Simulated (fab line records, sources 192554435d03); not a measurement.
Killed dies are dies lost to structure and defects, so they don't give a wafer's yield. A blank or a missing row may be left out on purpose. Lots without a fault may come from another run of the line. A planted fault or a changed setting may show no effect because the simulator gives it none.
fab line records | flow n5_finfet
record lots=4 wafers=12 last_day=17
route steps=1938 shown MOL_CONTACT_COAG@583 BEOL_M4@1111
lots that met no fault: from a run of the same line without faults
start_h: hours from the record's first day to the start of the lot's first wafer shown | wait_h: hours since the lot's step before | " the same as in the row above | L1.1+2: a row that stands for several wafers | - no value, or no start given | * or withheld: withheld | < > ~ a bound
route shown NAME@n: a module of which the file shows steps, and the number in the route of the first | usual: mean/standard deviation of fault-free wafers | same: alike in all rows | chamber/n: place in a boat | sites: the reading at each site | _std_site: their standard deviation | _edge_site: outer sites' mean less inner sites' | radius_mm: how far each site lies from the wafer's centre | mask NAME#n: copy n | behind: the tool/chamber that last shaped the wafer | hold: why the lot was held/for how many hours/how that ended | device: the transistor (n, p or np) that didn't switch | end of line: the same wafers' tests at the end of the route | a step without rows: its recipe alone | killed: dies lost to structure and defects at the first sort, not the wafer's yield | map: a wafer's dies, x killed, . not, _ none there
set.NAME: the setting as run; set.NAME@STEP: as run at that earlier step | model.NAME: the simulator's own value behind a step, which no gauge read
lots at some steps of the route; a table a step, a row a wafer
services: from which hour (start_h, from the record's first day; less than 0 if before it) a tool's chamber was out of use, for how many hours, and why
## steps
# step N5_MOL_CONTACT_COAG_STRIP_93
# recipe chemistry=N2/H2 temp_c=40 n2_flow_sccm=200 h2_flow_sccm=200 rf_frequency_hz=6e+07
# step N5_MOL_CONTACT_COAG_ETCHBACK_135
# recipe chemistry=CHF3 target=SiO2 target_depth_a=250 time_s=16.7 ion_energy_ev=200 pressure_mtorr=30 source_w=610 bias_w=170 Ar_flow_sccm=200 CHF3_flow_sccm=50
# step N5_MOL_CONTACT_COAG_STRIP_118
# recipe chemistry=CHF3 resist=SiARC rf_frequency_hz=6e+07
# step N5_MOL_CONTACT_COAG_VIA_ETCH_46
# recipe chemistry=C4F6/O2 target_depth_a=460 overetch_a=92 mask_material=SOC target=SiO2 bias_w=455 pressure_mtorr=10 time_s=40 source_w=325 Ar_flow_sccm=300 C4F6_flow_sccm=10 O2_flow_sccm=10 ion_energy_ev=575.3 ends=end_point
# step N5_MOL_CONTACT_COAG_STRIP_96
# recipe chemistry=N2/H2 power_w=500 temp_c=40 pressure_mtorr=50 rf_frequency_hz=6e+07 overash_fraction=0.3 bias_power_w=28 h2_frac=0.5 n2_flow_sccm=300 h2_flow_sccm=300
# step N5_MOL_CONTACT_COAG_ETCH_47
# recipe chemistry=CH3F/O2 target=SiNx target_depth_a=270 mask_material=SiO2 stop_on=W over_etch_frac=0.2 ion_energy_ev=120 endpoint=OES-CN pressure_mtorr=30 source_w=395 bias_w=73 Ar_flow_sccm=150 CH3F_flow_sccm=30 O2_flow_sccm=20 ends=end_point
# step N5_MOL_CONTACT_COAG_STRIP_119
# recipe chemistry=N2/H2 time_s=30 power_w=1000 temp_c=250 pressure_mtorr=withheld n2_flow_sccm=1750 h2_flow_sccm=3250
# step N5_MOL_CONTACT_COAG_PRECLEAN_144
# recipe chemistry=alkaline_clean temp_c=60 time_s=60 do_ppb=50
# step N5_MOL_CONTACT_COAG_SRD_145
# recipe dry=ipa_marangoni time_s=30 temp_c=23 rinse_liquid=diw
# step N5_MOL_CONTACT_COAG_COAT_62
# recipe resist=SOC temp_c=250 time_s=60 spin_rpm=1500 resist_thk_nm=60
# step N5_MOL_CONTACT_COAG_COAT_63
# recipe resist=SiARC temp_c=220 time_s=60 spin_rpm=1500 resist_thk_nm=10
# step N5_MOL_CONTACT_COAG_COAT_64
# recipe resist=underlayer temp_c=205 time_s=60 spin_rpm=1500 resist_thk_nm=10
# usual dispense_pressure_kPa=53.0/2.8 spin_speed_rpm=1499.9/1
# columns lot.wafer tool chamber start_h wait_h dispense_pressure_kPa spin_speed_rpm model.underlayer_of_MOL_CONTACT_COAG_COAT_64.thk_nm
L208.2 litho_track-01 0 107.79 - 52.2 1498.7 10
L208.5 " 0 " " 52.3 1500.0 10
L208.6 " 0 " " 52.2 1497.8 10
L217.1 litho_track-01 0 162.51 - 52.2 1656.6 9.6
L217.4 " 0 " " 52.2 1657.1 9.6
L217.6 " 0 " " 52.2 1655.5 9.4
L219.2 litho_track-01 0 178.09 - 52.2 1655.1 9.6
L219.5 " 0 " " 52.2 1656.0 9.6
L219.6 " 0 " " 52.2 1655.7 9.6
L228.1 litho_track-05 0 230.57 - 58.2 1500.1 10
L228.3 " 0 " " 58.2 1499.9 10
L228.5 " 0 " " 58.2 1498.1 10
# step N5_MOL_CONTACT_COAG_COAT_34
# recipe resist=CAR-EUV spin_rpm=1500 resist_thk_nm=40
# step N5_MOL_CONTACT_COAG_EBR_36
# recipe solvent=PGMEA ebr_width_mm=1.5
# step N5_MOL_CONTACT_COAG_SOFTBAKE_35
# recipe temp_c=110 time_s=60 resist=CAR-EUV
# step N5_MOL_CONTACT_COAG_EXPOSE_37
# recipe mask_id=VD na=0.33 source_shape=annular sigma_inner=0.3 sigma_outer=0.7 polarization=unpolarized defocus_nm=0 dose_mj=62
# step N5_MOL_CONTACT_COAG_PEB_38
# recipe peb_temp_c=100 peb_time_s=60 resist=CAR-EUV
# step N5_MOL_CONTACT_COAG_DEVELOP_39
# recipe develop_time_s=30 developer=TMAH resist=CAR-EUV rinse_liquid=surfactant_rinse dry=air_spin dev_temp_c=23
# step N5_MOL_CONTACT_COAG_DESCUM_45
# recipe chemistry=O2 time_s=7 source_power_w=50 bias_power_w=20 pressure_mtorr=20 rf_frequency_hz=2.712e+07 temp_c=40 resist=CAR-EUV o2_flow_sccm=225
# step N5_MOL_CONTACT_COAG_ETCH_65
# recipe chemistry=N2/H2 target=underlayer target_depth_a=130 mask_material=CAR-EUV time_s=10.4 ion_energy_ev=200 pressure_mtorr=30 source_w=840 bias_w=150 n2_flow_sccm=200 h2_flow_sccm=200 ends=cleared
# usual drypump_motor_current_A=5.8/0.52 etch_rf_on_time_s=10.33/0.28 n2_flow_sccm=200.0/0.57 oes_product_au=0.67/0.078 rf_vpp_V=525.0/2.7 showerhead_plenum_p_Torr=2.58/0.095 throttle_valve_pct=17.78/0.22
# columns lot.wafer tool chamber start_h wait_h drypump_motor_current_A etch_rf_on_time_s n2_flow_sccm oes_product_au rf_hours_counter_h rf_vpp_V showerhead_plenum_p_Torr throttle_valve_pct model.CAR-EUV_of_MOL_CONTACT_COAG_COAT_34.thk_nm model.etch.depth_nm
L208.2 rie_diel-06 1 108.70 0.0 6.6 10.15 200.1 0.64 177 526.3 2.63 17.74 24.4 9.999
L208.5 " 0 " " 5.7 10.34 199.6 0.61 - 524.3 2.63 17.87 24.6 9.986
L208.6 " 1 " " 6.6 10.15 199.6 0.64 - 526.2 2.63 17.75 24.6 10
L217.1 rie_diel-06 0 162.94 0.0 5.7 9.85 200.3 0.60 214 526.2 2.62 17.89 25.4 9.524
L217.4 " 0 " " 5.7 9.84 200.9 0.59 - 526.8 2.62 17.90 25.4 9.513
L217.6 " 1 " " 6.6 9.75 200.7 0.62 - 527.5 2.62 17.77 25.4 9.489
L219.2 rie_diel-03 0 179.18 0.0 5.2 10.27 200.1 0.75 28 525.7 2.59 17.54 25.4 9.554
L219.5 " 0 " " 5.2 10.18 200.2 0.76 - 525.6 2.59 17.55 25.4 9.554
L219.6 " 1 " " 5.4 9.54 200.8 0.63 - 526.2 2.63 17.93 25.4 9.575
L228.1 rie_diel-03 0 231.00 0.0 5.2 10.59 200.9 0.73 48 525.2 2.58 17.57 24.6 10.03
L228.3 " 2 " " 5.0 10.21 199.0 0.68 90 525.6 2.58 18.24 24.8 9.979
L228.5 " 3 " " 5.9 10.05 201.1 0.69 - 520.9 2.43 17.70 24.6 10.04
# step N5_MOL_CONTACT_COAG_ETCH_66
# recipe chemistry=CF4 target=SiARC target_depth_a=130 mask_material=CAR-EUV time_s=21.7 ion_energy_ev=80 pressure_mtorr=40 source_w=545 bias_w=36 Ar_flow_sccm=100 cf4_flow_sccm=100 ends=cleared
# step N5_MOL_CONTACT_COAG_ALD_133
# recipe material=SiO2 target_thk_a=50 temp_c=100 ald_precursor_family=BDEAS ald_co_reactant=O2-plasma pulse_time_s=1 co_reactant_pulse_time_s=1 purge_time_s=2 co_reactant_purge_time_s=2 ald_cycles=35 pressure_torr=2
# step N5_MOL_CONTACT_COAG_ETCHBACK_134
# recipe chemistry=CHF3 target=SiO2 target_depth_a=100 time_s=6.7 ion_energy_ev=200 pressure_mtorr=30 source_w=610 bias_w=170 Ar_flow_sccm=200 CHF3_flow_sccm=50
# usual drypump_motor_current_A=5.8/0.53 mfc_ar_sccm=200.0/0.67 oes_product_au=0.77/0.085 rf_vpp_V=526/12 showerhead_plenum_p_Torr=2.42/0.07 throttle_valve_pct=18.72/0.18
# columns lot.wafer tool chamber start_h wait_h drypump_motor_current_A mfc_ar_sccm oes_product_au rf_hours_counter_h rf_vpp_V showerhead_plenum_p_Torr throttle_valve_pct model.CAR-EUV_of_MOL_CONTACT_COAG_COAT_34.thk_nm
L208.2 rie_diel-06 0 109.01 0.1 5.7 200.2 0.72 192 542 2.47 18.73 15.4
L208.5 " 1 " " 6.6 199.6 0.75 - 543 2.47 18.71 15.4
L208.6 " 2 " " 6.3 199.2 0.71 - 510 2.36 18.77 15.4
L217.1 rie_diel-06 2 163.25 0.1 6.3 200.5 0.69 239 510 2.35 18.83 16.4
L217.4 " 0 " " 5.7 200.3 0.71 - 540 2.46 18.76 16.4
L217.6 " 1 " " 6.6 199.3 0.73 - 542 2.46 18.76 16.4
L219.2 rie_diel-03 2 179.51 0.2 5.0 200.1 0.83 72 514 2.43 19.01 16.2
L219.5 " 0 " " 5.2 199.7 0.90 - 531 2.40 18.35 16.4
L219.6 " 3 " " 5.9 201.2 0.81 - 519 2.32 18.86 16.2
L228.1 rie_diel-06 0 231.30 0.1 5.8 200.7 0.69 237 540 2.45 18.82 15.4
L228.3 " 1 " " 6.6 200.1 0.70 224 543 2.45 18.79 15.6
L228.5 " 0 " " 5.8 200.5 0.70 - 541 2.45 18.82 15.4
# step N5_MOL_CONTACT_COAG_ETCH_67
# recipe chemistry=N2/H2 target=SOC target_depth_a=600 overetch_a=210 mask_material=SiARC temp_c=40 time_s=101.2 ion_energy_ev=200 pressure_mtorr=30 source_w=840 bias_w=150 n2_flow_sccm=200 h2_flow_sccm=200
# step N5_BEOL_M4_RC_MEAS_101
# usual DIBL_N=35.7/1.5 DIBL_P=35.7/2 IOFF_N=0.155/0.026 IOFF_P=0.20/0.031 ION_N=675/11 ION_P=462/7.1 SS_N=71.3/0.57 SS_P=73.1/0.56 VT_N=250/3 VT_P=-251/3
# columns lot.wafer tool chamber start_h wait_h DIBL_N[mV/V] DIBL_P[mV/V] IOFF_N[nA/um] IOFF_P[nA/um] ION_N[uA/um] ION_P[uA/um] SS_N[mV/dec] SS_P[mV/dec] VT_N[mV] VT_P[mV]
L208.2 prober-01 0 185.44 0.2 35.0 33.7 0.139 0.17 665 450 71.1 72.8 254 -255
L208.5 " 0 " " 38.3 38.5 0.208 0.25 685 462 71.3 73.7 247 -247
L208.6 " 0 " " 37.4 37.2 0.175 0.23 667 460 71.7 73.2 250 -250
L217.1 prober-01 0 232.30 0.0 36.0 35.8 0.142 0.18 674 460 71.3 73.3 252 -256
L217.4 " 0 " " 36.2 37.0 0.152 0.18 675 461 71.4 74.2 251 -254
L217.6 " 0 " " 34.4 34.1 0.125 0.15 670 463 70.6 72.5 252 -255
L219.2 prober-01 0 253.04 0.2 34.4 34.6 0.141 0.20 663 458 71.4 72.4 251 -249
L219.5 " 0 " " 36.3 37.5 0.201 0.26 705 483 71.1 73.9 244 -247
L219.6 " 0 " " 35.1 35.7 0.160 0.21 674 461 71.1 72.9 247 -247
L228.1 prober-02 0 311.93 0.0 36.3 37.6 0.193 0.26 693 474 71.5 73.7 245 -245
L228.3 " 0 " " 35.5 35.5 0.161 0.22 678 457 71.8 72.8 249 -248
L228.5 " 0 " " 33.8 34.1 0.143 0.20 677 466 70.8 72.3 250 -251
## services
# columns tool chamber start_h hours kind
rie_diel-06 0 95.43 9.2 repair
rie_diel-06 3 136.50 - clean
rie_diel-06 3 136.50 - consumable_replace:focus_ring
rie_diel-06 3 136.50 - consumable_replace:showerhead
rie_diel-06 3 136.50 34.7 scheduled_down
rie_diel-06 3 136.50 34.7 vent_cycle
rie_diel-06 2 169.03 5.1 repair
rie_diel-06 - 183.10 0.2 repair
rie_diel-03 3 184.82 4.3 repair
rie_diel-06 2 200.19 - clean
rie_diel-06 2 200.19 - consumable_replace:focus_ring
rie_diel-06 2 200.19 17.7 scheduled_down
rie_diel-06 2 200.19 17.7 vent_cycle
## key
first_sign step=N5_MOL_CONTACT_COAG_COAT_64 reading=spin_speed_rpm direction=up sigmas=99+ usual=* struck=*
effect none on later readings
model_effect step=N5_MOL_CONTACT_COAG_COAT_64 value=underlayer_of_MOL_CONTACT_COAG_COAT_64.thk_nm without=10 struck=9.567
model_effect step=N5_MOL_CONTACT_COAG_ETCH_65 value=CAR-EUV_of_MOL_CONTACT_COAG_COAT_34.thk_nm without=24.87 struck=25.4
model_effect step=N5_MOL_CONTACT_COAG_ETCHBACK_134 value=CAR-EUV_of_MOL_CONTACT_COAG_COAT_34.thk_nm without=15.73 struck=16.33
met_at N5_MOL_CONTACT_COAG_COAT_64
struck_wafers L217.1,L217.4,L217.6,L219.2,L219.5,L219.6
onset_between 107.79 162.51
fault kind=process_parameter_drift tool=litho_track-01 chamber=- onset_h=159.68 steps=N5_MOL_CONTACT_COAG_COAT_64 channel=spin_rpm offset=* shape=step end_h=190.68 acts_in=* stated=*
